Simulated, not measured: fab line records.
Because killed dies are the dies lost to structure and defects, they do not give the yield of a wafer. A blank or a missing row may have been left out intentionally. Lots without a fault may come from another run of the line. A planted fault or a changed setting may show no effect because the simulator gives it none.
What tool caused it? || flow nand_harc || 72 wafers from 24 lots sampled at 5 of the route's 1302 steps

## WHAT THE GAUGES SHOWED, per wafer
NHARC_P_GATE_INSPECT_28. Usual: 6.2 for raw_defect_count, sd 2.9.
{"lot": "L074", "measured": "day 5 06:58", "on": "defect_inspect-01", "raw_defect_count": "3 3 10", "flag": ""}
{"lot": "L075", "measured": "day 5 07:08", "on": "defect_inspect-02", "raw_defect_count": "5 8 5", "flag": ""}
{"lot": "L076", "measured": "day 5 18:58", "on": "defect_inspect-02", "raw_defect_count": "9 2 5", "flag": ""}
{"lot": "L077", "measured": "day 6 07:58", "on": "defect_inspect-01", "raw_defect_count": "7 7 7", "flag": ""}
{"lot": "L078", "measured": "day 6 17:29", "on": "defect_inspect-02", "raw_defect_count": "10 10 2", "flag": ""}
{"lot": "L079", "measured": "day 7 02:20", "on": "defect_inspect-02", "raw_defect_count": "3 4 5", "flag": ""}
{"lot": "L080", "measured": "day 7 18:02", "on": "defect_inspect-01", "raw_defect_count": "4 5 4", "flag": ""}
{"lot": "L081", "measured": "day 8 02:52", "on": "defect_inspect-01", "raw_defect_count": "6 2 3", "flag": ""}
{"lot": "L082", "measured": "day 8 09:28", "on": "defect_inspect-02", "raw_defect_count": "2 4 5", "flag": ""}
{"lot": "L083", "measured": "day 9 09:35", "on": "defect_inspect-01", "raw_defect_count": "7 7 10", "flag": ""}
{"lot": "L084", "measured": "day 9 13:28", "on": "defect_inspect-01", "raw_defect_count": "3 2 2", "flag": ""}
{"lot": "L085", "measured": "day 9 17:55", "on": "defect_inspect-01", "raw_defect_count": "5 11 4", "flag": ""}
{"lot": "L086", "measured": "day 10 04:31", "on": "defect_inspect-01", "raw_defect_count": "2 3 7", "flag": ""}
{"lot": "L087", "measured": "day 10 13:10", "on": "defect_inspect-02", "raw_defect_count": "0 5 3", "flag": ""}
{"lot": "L088", "measured": "day 11 01:01", "on": "defect_inspect-01", "raw_defect_count": "6 7 4", "flag": ""}
{"lot": "L089", "measured": "day 11 12:07", "on": "defect_inspect-02", "raw_defect_count": "10 7 4", "flag": ""}
{"lot": "L090", "measured": "day 11 21:48", "on": "defect_inspect-02", "raw_defect_count": "7 5 8", "flag": ""}
{"lot": "L091", "measured": "day 12 04:02", "on": "defect_inspect-02", "raw_defect_count": "5 9 4", "flag": ""}
{"lot": "L092", "measured": "day 12 23:04", "on": "defect_inspect-02", "raw_defect_count": "9 7 8", "flag": ""}
{"lot": "L093", "measured": "day 13 06:18", "on": "defect_inspect-02", "raw_defect_count": "9 2 11", "flag": ""}
{"lot": "L094", "measured": "day 13 12:13", "on": "defect_inspect-01", "raw_defect_count": "9 6 6", "flag": ""}
{"lot": "L095", "measured": "day 13 22:25", "on": "defect_inspect-01", "raw_defect_count": "13 5 6", "flag": ""}
{"lot": "L096", "measured": "day 14 03:14", "on": "defect_inspect-02", "raw_defect_count": "8 4 2", "flag": ""}
{"lot": "L097", "measured": "day 14 17:48", "on": "defect_inspect-02", "raw_defect_count": "5 12 5", "flag": ""}

NHARC_P_GATE_CD_MEAS_33. Usual: 119.7 nm for cd_nm, sd 1.7.
{"lot": "L074", "measured": "day 5 07:51", "on": "cd_sem-01", "cd_nm (nm)": "118.4 120.5 120.5", "flag": ""}
{"lot": "L075", "measured": "day 5 07:59", "on": "cd_sem-02", "cd_nm (nm)": "118.2 119.7 119.9", "flag": ""}
{"lot": "L076", "measured": "day 5 19:49", "on": "cd_sem-01", "cd_nm (nm)": "118.6 119.2 118.4", "flag": ""}
{"lot": "L077", "measured": "day 6 08:50", "on": "cd_sem-03", "cd_nm (nm)": "117.9 118.3 118.2", "flag": ""}
{"lot": "L078", "measured": "day 6 18:26", "on": "cd_sem-01", "cd_nm (nm)": "118.8 119.6 119.2", "flag": ""}
{"lot": "L079", "measured": "day 7 03:38", "on": "cd_sem-02", "cd_nm (nm)": "118.4 118.1 117.3", "flag": ""}
{"lot": "L080", "measured": "day 7 18:53", "on": "cd_sem-03", "cd_nm (nm)": "118.7 117.0 119.5", "flag": ""}
{"lot": "L081", "measured": "day 8 04:09", "on": "cd_sem-03", "cd_nm (nm)": "117.5 116.5 117.0", "flag": ""}
{"lot": "L082", "measured": "day 8 10:20", "on": "cd_sem-03", "cd_nm (nm)": "122.4 122.2 120.6", "flag": ""}
{"lot": "L083", "measured": "day 9 10:28", "on": "cd_sem-01", "cd_nm (nm)": "121.6 119.7 120.3", "flag": ""}
{"lot": "L084", "measured": "day 9 14:22", "on": "cd_sem-03", "cd_nm (nm)": "124.3 122.1 121.5", "flag": ""}
{"lot": "L085", "measured": "day 9 18:46", "on": "cd_sem-01", "cd_nm (nm)": "118.6 118.0 120.7", "flag": ""}
{"lot": "L086", "measured": "day 10 05:42", "on": "cd_sem-01", "cd_nm (nm)": "117.8 116.6 118.4", "flag": ""}
{"lot": "L087", "measured": "day 10 14:01", "on": "cd_sem-03", "cd_nm (nm)": "120.2 118.5 118.8", "flag": ""}
{"lot": "L088", "measured": "day 11 01:55", "on": "cd_sem-03", "cd_nm (nm)": "120.5 122.1 124.2", "flag": ""}
{"lot": "L089", "measured": "day 11 12:58", "on": "cd_sem-01", "cd_nm (nm)": "121.4 122.1 118.1", "flag": ""}
{"lot": "L090", "measured": "day 11 22:40", "on": "cd_sem-02", "cd_nm (nm)": "121.5 121.1 117.7", "flag": ""}
{"lot": "L091", "measured": "day 12 04:53", "on": "cd_sem-02", "cd_nm (nm)": "121.3 117.9 118.8", "flag": ""}
{"lot": "L092", "measured": "day 12 23:57", "on": "cd_sem-01", "cd_nm (nm)": "119.9 121.6 120.2", "flag": ""}
{"lot": "L093", "measured": "day 13 07:10", "on": "cd_sem-02", "cd_nm (nm)": "121.1 120.4 118.0", "flag": ""}
{"lot": "L094", "measured": "day 13 13:06", "on": "cd_sem-03", "cd_nm (nm)": "121.5 121.0 119.5", "flag": ""}
{"lot": "L095", "measured": "day 13 23:16", "on": "cd_sem-01", "cd_nm (nm)": "119.9 118.6 119.0", "flag": ""}
{"lot": "L096", "measured": "day 14 04:05", "on": "cd_sem-02", "cd_nm (nm)": "121.0 122.3 122.1", "flag": ""}
{"lot": "L097", "measured": "day 14 18:44", "on": "cd_sem-01", "cd_nm (nm)": "122.1 121.3 121.0", "flag": ""}

NHARC_P_CONTACT_INSPECT_14. Usual: 3.6 for raw_defect_count, sd 2.1.
{"lot": "L074", "measured": "day 6 03:14", "on": "defect_inspect-02", "raw_defect_count": "4 3 5", "flag": ""}
{"lot": "L075", "measured": "day 6 03:25", "on": "defect_inspect-01", "raw_defect_count": "2 7 5", "flag": ""}
{"lot": "L076", "measured": "day 6 14:47", "on": "defect_inspect-01", "raw_defect_count": "4 3 4", "flag": ""}
{"lot": "L077", "measured": "day 7 03:47", "on": "defect_inspect-02", "raw_defect_count": "0 4 2", "flag": ""}
{"lot": "L078", "measured": "day 7 13:44", "on": "defect_inspect-01", "raw_defect_count": "7 6 2", "flag": ""}
{"lot": "L079", "measured": "day 7 22:50", "on": "defect_inspect-02", "raw_defect_count": "5 1 6", "flag": ""}
{"lot": "L080", "measured": "day 8 14:19", "on": "defect_inspect-02", "raw_defect_count": "5 2 7", "flag": ""}
{"lot": "L081", "measured": "day 8 23:02", "on": "defect_inspect-01", "raw_defect_count": "2 3 3", "flag": ""}
{"lot": "L082", "measured": "day 9 05:21", "on": "defect_inspect-02", "raw_defect_count": "4 3 5", "flag": ""}
{"lot": "L083", "measured": "day 10 05:47", "on": "defect_inspect-02", "raw_defect_count": "6 5 6", "flag": ""}
{"lot": "L084", "measured": "day 10 09:47", "on": "defect_inspect-01", "raw_defect_count": "1 1 3", "flag": ""}
{"lot": "L085", "measured": "day 10 14:11", "on": "defect_inspect-01", "raw_defect_count": "5 3 4", "flag": ""}
{"lot": "L086", "measured": "day 11 00:47", "on": "defect_inspect-01", "raw_defect_count": "3 4 1", "flag": ""}
{"lot": "L087", "measured": "day 11 09:09", "on": "defect_inspect-01", "raw_defect_count": "2 9 7", "flag": ""}
{"lot": "L088", "measured": "day 11 21:28", "on": "defect_inspect-02", "raw_defect_count": "3 3 4", "flag": ""}
{"lot": "L089", "measured": "day 12 08:07", "on": "defect_inspect-02", "raw_defect_count": "7 9 3", "flag": ""}
{"lot": "L090", "measured": "day 12 18:09", "on": "defect_inspect-02", "raw_defect_count": "3 3 5", "flag": ""}
{"lot": "L091", "measured": "day 12 23:52", "on": "defect_inspect-01", "raw_defect_count": "9 1 2", "flag": ""}
{"lot": "L092", "measured": "day 13 19:08", "on": "defect_inspect-01", "raw_defect_count": "2 0 4", "flag": ""}
{"lot": "L093", "measured": "day 14 02:30", "on": "defect_inspect-02", "raw_defect_count": "1 5 6", "flag": ""}
{"lot": "L094", "measured": "day 14 08:15", "on": "defect_inspect-01", "raw_defect_count": "3 4 4", "flag": ""}
{"lot": "L095", "measured": "day 14 18:09", "on": "defect_inspect-02", "raw_defect_count": "7 4 5", "flag": ""}
{"lot": "L096", "measured": "day 15 01:05", "on": "defect_inspect-01", "raw_defect_count": "8 2 0", "flag": ""}
{"lot": "L097", "measured": "day 15 13:53", "on": "defect_inspect-02", "raw_defect_count": "2 1 5", "flag": ""}

## TOOL THAT RAN EACH LOT (tool first, then ch and the chambers of the sampled wafers, then the start)
{"lot": "L074", "NHARC_P_STI_ETCH_31": "rie_diel-13 ch 1,2, day 5 06:19 or earlier", "NHARC_P_GATE_DEP_103": "pecvd-04 ch 1,2, day 5 06:19"}
{"lot": "L075", "NHARC_P_STI_ETCH_31": "rie_diel-10 ch 1,2, day 5 06:18 or earlier", "NHARC_P_GATE_DEP_103": "pecvd-02 ch 0,1, day 5 06:18"}
{"lot": "L076", "NHARC_P_STI_ETCH_31": "rie_diel-10 ch 0,1,2, day 5 18:15 or earlier", "NHARC_P_GATE_DEP_103": "pecvd-03 ch 0,1,2, day 5 18:15"}
{"lot": "L077", "NHARC_P_STI_ETCH_31": "rie_diel-04 ch 0,1,3, day 6 07:10 or earlier", "NHARC_P_GATE_DEP_103": "pecvd-03 ch 0,2, day 6 07:10"}
{"lot": "L078", "NHARC_P_STI_ETCH_31": "rie_diel-10 ch 0,1,3, day 6 16:52 or earlier", "NHARC_P_GATE_DEP_103": "pecvd-02 ch 0,1,2, day 6 16:52"}
{"lot": "L079", "NHARC_P_STI_ETCH_31": "rie_diel-04 ch 0,1,3, day 7 01:34 or earlier", "NHARC_P_GATE_DEP_103": "pecvd-04 ch 0,1,2, day 7 01:34"}
{"lot": "L080", "NHARC_P_STI_ETCH_31": "rie_diel-13 ch 0,1, day 7 17:17 or earlier", "NHARC_P_GATE_DEP_103": "pecvd-04 ch 0,2, day 7 17:17"}
{"lot": "L081", "NHARC_P_STI_ETCH_31": "rie_diel-10 ch 0,1, day 8 02:05 or earlier", "NHARC_P_GATE_DEP_103": "pecvd-04 ch 1,2, day 8 02:05"}
{"lot": "L082", "NHARC_P_STI_ETCH_31": "rie_diel-04 ch 1,2, day 8 08:40 or earlier", "NHARC_P_GATE_DEP_103": "pecvd-02 ch 1,2, day 8 08:40"}
{"lot": "L083", "NHARC_P_STI_ETCH_31": "rie_diel-10 ch 0,2, day 9 08:54 or earlier", "NHARC_P_GATE_DEP_103": "pecvd-04 ch 0,1,2, day 9 08:54"}
{"lot": "L084", "NHARC_P_STI_ETCH_31": "rie_diel-04 ch 0,1, day 9 12:49 or earlier", "NHARC_P_GATE_DEP_103": "pecvd-04 ch 0,2, day 9 12:49"}
{"lot": "L085", "NHARC_P_STI_ETCH_31": "rie_diel-10 ch 1,3, day 9 17:14 or earlier", "NHARC_P_GATE_DEP_103": "pecvd-03 ch 0,1,2, day 9 17:14"}
{"lot": "L086", "NHARC_P_STI_ETCH_31": "rie_diel-10 ch 1,2,3, day 10 03:43 or earlier", "NHARC_P_GATE_DEP_103": "pecvd-02 ch 0,2, day 10 03:43"}
{"lot": "L087", "NHARC_P_STI_ETCH_31": "rie_diel-10 ch 0,1, day 10 12:22 or earlier", "NHARC_P_GATE_DEP_103": "pecvd-04 ch 1,2, day 10 12:22"}
{"lot": "L088", "NHARC_P_STI_ETCH_31": "rie_diel-10 ch 1,2,3, day 11 00:20 or earlier", "NHARC_P_GATE_DEP_103": "pecvd-02 ch 0,1,2, day 11 00:20"}
{"lot": "L089", "NHARC_P_STI_ETCH_31": "rie_diel-04 ch 0,1, day 11 11:28 or earlier", "NHARC_P_GATE_DEP_103": "pecvd-04 ch 0,1, day 11 11:28"}
{"lot": "L090", "NHARC_P_STI_ETCH_31": "rie_diel-04 ch 2,3, day 11 21:07 or earlier", "NHARC_P_GATE_DEP_103": "pecvd-04 ch 0,1,2, day 11 21:07"}
{"lot": "L091", "NHARC_P_STI_ETCH_31": "rie_diel-04 ch 2,3, day 12 03:16 or earlier", "NHARC_P_GATE_DEP_103": "pecvd-04 ch 1,2, day 12 03:16"}
{"lot": "L092", "NHARC_P_STI_ETCH_31": "rie_diel-13 ch 0,1,2, day 12 22:16 or earlier", "NHARC_P_GATE_DEP_103": "pecvd-04 ch 0,1,2, day 12 22:16"}
{"lot": "L093", "NHARC_P_STI_ETCH_31": "rie_diel-10 ch 1,2,3, day 13 05:40 or earlier", "NHARC_P_GATE_DEP_103": "pecvd-04 ch 0,1,2, day 13 05:40"}
{"lot": "L094", "NHARC_P_STI_ETCH_31": "rie_diel-04 ch 0,3, day 13 11:28 or earlier", "NHARC_P_GATE_DEP_103": "pecvd-03 ch 0,1,2, day 13 11:28"}
{"lot": "L095", "NHARC_P_STI_ETCH_31": "rie_diel-13 ch 0,1,3, day 13 21:43 or earlier", "NHARC_P_GATE_DEP_103": "pecvd-04 ch 0,1,2, day 13 21:43"}
{"lot": "L096", "NHARC_P_STI_ETCH_31": "rie_diel-13 ch 0,1,3, day 14 02:37 or earlier", "NHARC_P_GATE_DEP_103": "pecvd-04 ch 0,1, day 14 02:37"}
{"lot": "L097", "NHARC_P_STI_ETCH_31": "rie_diel-10 ch 0,1,2, day 14 17:05 or earlier", "NHARC_P_GATE_DEP_103": "pecvd-02 ch 0,1,2, day 14 17:05"}
- NHARC_P_STI_ETCH_31: etches the open film in CF4/CHF3, target depth 108.9 nm, time 54.5 s.
- NHARC_P_GATE_DEP_103: deposits SiON, target thk 30 nm.

## WHAT THE TOOLS THEMSELVES READ (means of the sampled wafers that have a number; where no wafer has one, the mark that the record gives instead)
NHARC_P_STI_ETCH_31. Usual: drypump_motor_current_A 5.7 A, standard deviation 0.35; oes_product_au 0.962 a.u., standard deviation 0.017; rf_vpp_V 370.4 V, standard deviation 1.8; showerhead_plenum_p_Torr 1.57 Torr, standard deviation 0.051; throttle_valve_pct 16.803 %, standard deviation 0.0087.
{"lot": "L074", "tool": "rie_diel-13", "drypump_motor_current_A (A)": 5.6, "oes_product_au (a.u.)": 0.963, "rf_vpp_V (V)": 371.3, "showerhead_plenum_p_Torr (Torr)": 1.59, "throttle_valve_pct (%)": 16.802, "flag": ""}
{"lot": "L075", "tool": "rie_diel-10", "drypump_motor_current_A (A)": 5.4, "oes_product_au (a.u.)": 0.967, "rf_vpp_V (V)": 370.1, "showerhead_plenum_p_Torr (Torr)": 1.53, "throttle_valve_pct (%)": 16.802, "flag": ""}
{"lot": "L076", "tool": "rie_diel-10", "drypump_motor_current_A (A)": 5.6, "oes_product_au (a.u.)": 0.984, "rf_vpp_V (V)": 369.5, "showerhead_plenum_p_Torr (Torr)": 1.54, "throttle_valve_pct (%)": 16.804, "flag": ""}
{"lot": "L077", "tool": "rie_diel-04", "drypump_motor_current_A (A)": 5.5, "oes_product_au (a.u.)": 0.967, "rf_vpp_V (V)": 370.4, "showerhead_plenum_p_Torr (Torr)": 1.56, "throttle_valve_pct (%)": 16.800, "flag": ""}
{"lot": "L078", "tool": "rie_diel-10", "drypump_motor_current_A (A)": 5.9, "oes_product_au (a.u.)": 0.965, "rf_vpp_V (V)": 369.4, "showerhead_plenum_p_Torr (Torr)": 1.53, "throttle_valve_pct (%)": 16.805, "flag": ""}
{"lot": "L079", "tool": "rie_diel-04", "drypump_motor_current_A (A)": 5.5, "oes_product_au (a.u.)": 0.959, "rf_vpp_V (V)": 369.5, "showerhead_plenum_p_Torr (Torr)": 1.56, "throttle_valve_pct (%)": 16.802, "flag": ""}
{"lot": "L080", "tool": "rie_diel-13", "drypump_motor_current_A (A)": 5.9, "oes_product_au (a.u.)": 0.963, "rf_vpp_V (V)": 374.0, "showerhead_plenum_p_Torr (Torr)": 1.67, "throttle_valve_pct (%)": 16.805, "flag": ""}
{"lot": "L081", "tool": "rie_diel-10", "drypump_motor_current_A (A)": 5.8, "oes_product_au (a.u.)": 0.965, "rf_vpp_V (V)": 369.6, "showerhead_plenum_p_Torr (Torr)": 1.53, "throttle_valve_pct (%)": 16.806, "flag": ""}
{"lot": "L082", "tool": "rie_diel-04", "drypump_motor_current_A (A)": 5.5, "oes_product_au (a.u.)": 0.980, "rf_vpp_V (V)": 370.2, "showerhead_plenum_p_Torr (Torr)": 1.56, "throttle_valve_pct (%)": 16.806, "flag": ""}
{"lot": "L083", "tool": "rie_diel-10", "drypump_motor_current_A (A)": 5.4, "oes_product_au (a.u.)": 0.979, "rf_vpp_V (V)": 369.7, "showerhead_plenum_p_Torr (Torr)": 1.56, "throttle_valve_pct (%)": 16.809, "flag": ""}
{"lot": "L084", "tool": "rie_diel-04", "drypump_motor_current_A (A)": 5.7, "oes_product_au (a.u.)": 0.949, "rf_vpp_V (V)": 369.9, "showerhead_plenum_p_Torr (Torr)": 1.53, "throttle_valve_pct (%)": 16.813, "flag": ""}
{"lot": "L085", "tool": "rie_diel-10", "drypump_motor_current_A (A)": 5.8, "oes_product_au (a.u.)": 0.933, "rf_vpp_V (V)": 370.1, "showerhead_plenum_p_Torr (Torr)": 1.52, "throttle_valve_pct (%)": 16.798, "flag": ""}
{"lot": "L086", "tool": "rie_diel-10", "drypump_motor_current_A (A)": 5.7, "oes_product_au (a.u.)": 0.967, "rf_vpp_V (V)": 369.1, "showerhead_plenum_p_Torr (Torr)": 1.54, "throttle_valve_pct (%)": 16.805, "flag": ""}
{"lot": "L087", "tool": "rie_diel-10", "drypump_motor_current_A (A)": 5.8, "oes_product_au (a.u.)": 0.937, "rf_vpp_V (V)": 369.8, "showerhead_plenum_p_Torr (Torr)": 1.53, "throttle_valve_pct (%)": 16.802, "flag": ""}
{"lot": "L088", "tool": "rie_diel-10", "drypump_motor_current_A (A)": 5.7, "oes_product_au (a.u.)": 0.975, "rf_vpp_V (V)": 369.2, "showerhead_plenum_p_Torr (Torr)": 1.54, "throttle_valve_pct (%)": 16.803, "flag": ""}
{"lot": "L089", "tool": "rie_diel-04", "drypump_motor_current_A (A)": 5.6, "oes_product_au (a.u.)": 0.975, "rf_vpp_V (V)": 368.6, "showerhead_plenum_p_Torr (Torr)": 1.52, "throttle_valve_pct (%)": 16.800, "flag": ""}
{"lot": "L090", "tool": "rie_diel-04", "drypump_motor_current_A (A)": 5.4, "oes_product_au (a.u.)": 0.973, "rf_vpp_V (V)": 373.4, "showerhead_plenum_p_Torr (Torr)": 1.62, "throttle_valve_pct (%)": 16.800, "flag": ""}
{"lot": "L091", "tool": "rie_diel-04", "drypump_motor_current_A (A)": 5.5, "oes_product_au (a.u.)": 0.938, "rf_vpp_V (V)": 370.8, "showerhead_plenum_p_Torr (Torr)": 1.60, "throttle_valve_pct (%)": 16.800, "flag": ""}
{"lot": "L092", "tool": "rie_diel-13", "drypump_motor_current_A (A)": 5.7, "oes_product_au (a.u.)": 0.941, "rf_vpp_V (V)": 371.3, "showerhead_plenum_p_Torr (Torr)": 1.60, "throttle_valve_pct (%)": 16.793, "flag": ""}
{"lot": "L093", "tool": "rie_diel-10", "drypump_motor_current_A (A)": 5.6, "oes_product_au (a.u.)": 0.966, "rf_vpp_V (V)": 368.7, "showerhead_plenum_p_Torr (Torr)": 1.54, "throttle_valve_pct (%)": 16.802, "flag": ""}
{"lot": "L094", "tool": "rie_diel-04", "drypump_motor_current_A (A)": 5.7, "oes_product_au (a.u.)": 0.970, "rf_vpp_V (V)": 369.8, "showerhead_plenum_p_Torr (Torr)": 1.57, "throttle_valve_pct (%)": 16.808, "flag": ""}
{"lot": "L095", "tool": "rie_diel-13", "drypump_motor_current_A (A)": 5.9, "oes_product_au (a.u.)": 0.970, "rf_vpp_V (V)": 372.5, "showerhead_plenum_p_Torr (Torr)": 1.63, "throttle_valve_pct (%)": 16.803, "flag": ""}
{"lot": "L096", "tool": "rie_diel-13", "drypump_motor_current_A (A)": 5.9, "oes_product_au (a.u.)": 0.976, "rf_vpp_V (V)": 372.8, "showerhead_plenum_p_Torr (Torr)": 1.63, "throttle_valve_pct (%)": 16.806, "flag": ""}
{"lot": "L097", "tool": "rie_diel-10", "drypump_motor_current_A (A)": 5.6, "oes_product_au (a.u.)": 0.923, "rf_vpp_V (V)": 369.9, "showerhead_plenum_p_Torr (Torr)": 1.54, "throttle_valve_pct (%)": 16.799, "flag": ""}

NHARC_P_GATE_DEP_103. Usual: 741 W for heater_power_w, sd 71.
{"lot": "L074", "tool": "pecvd-04", "heater_power_w (W)": 741, "flag": ""}
{"lot": "L075", "tool": "pecvd-02", "heater_power_w (W)": 674, "flag": ""}
{"lot": "L076", "tool": "pecvd-03", "heater_power_w (W)": 762, "flag": ""}
{"lot": "L077", "tool": "pecvd-03", "heater_power_w (W)": 804, "flag": ""}
{"lot": "L078", "tool": "pecvd-02", "heater_power_w (W)": 749, "flag": ""}
{"lot": "L079", "tool": "pecvd-04", "heater_power_w (W)": 726, "flag": ""}
{"lot": "L080", "tool": "pecvd-04", "heater_power_w (W)": 746, "flag": ""}
{"lot": "L081", "tool": "pecvd-04", "heater_power_w (W)": 799, "flag": ""}
{"lot": "L082", "tool": "pecvd-02", "heater_power_w (W)": 731, "flag": ""}
{"lot": "L083", "tool": "pecvd-04", "heater_power_w (W)": 747, "flag": ""}
{"lot": "L084", "tool": "pecvd-04", "heater_power_w (W)": 752, "flag": ""}
{"lot": "L085", "tool": "pecvd-03", "heater_power_w (W)": 819, "flag": ""}
{"lot": "L086", "tool": "pecvd-02", "heater_power_w (W)": 710, "flag": ""}
{"lot": "L087", "tool": "pecvd-04", "heater_power_w (W)": 757, "flag": ""}
{"lot": "L088", "tool": "pecvd-02", "heater_power_w (W)": 769, "flag": ""}
{"lot": "L089", "tool": "pecvd-04", "heater_power_w (W)": 677, "flag": ""}
{"lot": "L090", "tool": "pecvd-04", "heater_power_w (W)": 760, "flag": ""}
{"lot": "L091", "tool": "pecvd-04", "heater_power_w (W)": 688, "flag": ""}
{"lot": "L092", "tool": "pecvd-04", "heater_power_w (W)": 731, "flag": ""}
{"lot": "L093", "tool": "pecvd-04", "heater_power_w (W)": 726, "flag": ""}
{"lot": "L094", "tool": "pecvd-03", "heater_power_w (W)": 779, "flag": ""}
{"lot": "L095", "tool": "pecvd-04", "heater_power_w (W)": 715, "flag": ""}
{"lot": "L096", "tool": "pecvd-04", "heater_power_w (W)": 682, "flag": ""}
{"lot": "L097", "tool": "pecvd-02", "heater_power_w (W)": 735, "flag": ""}

## THE ANSWER, worked out from the rows above alone
Rule: a lot is off if the mean of its wafers that have a number lies more than 3 standard deviations from the usual mean. Also off: a lot with no number at a reading for which 4 or more lots have one. Where the step has rows for the other lots, those lots are counted as sound. First the gauges in route order, then the tools' own readings, where a lot's mean is used as printed above. At the first step where some lot is off, the reading lying furthest off is the one used; lots without a number count as furthest.
Nothing can be told from this: no lot is off at any reading shown.

## WHAT THE SIMULATOR HAD PUT IN
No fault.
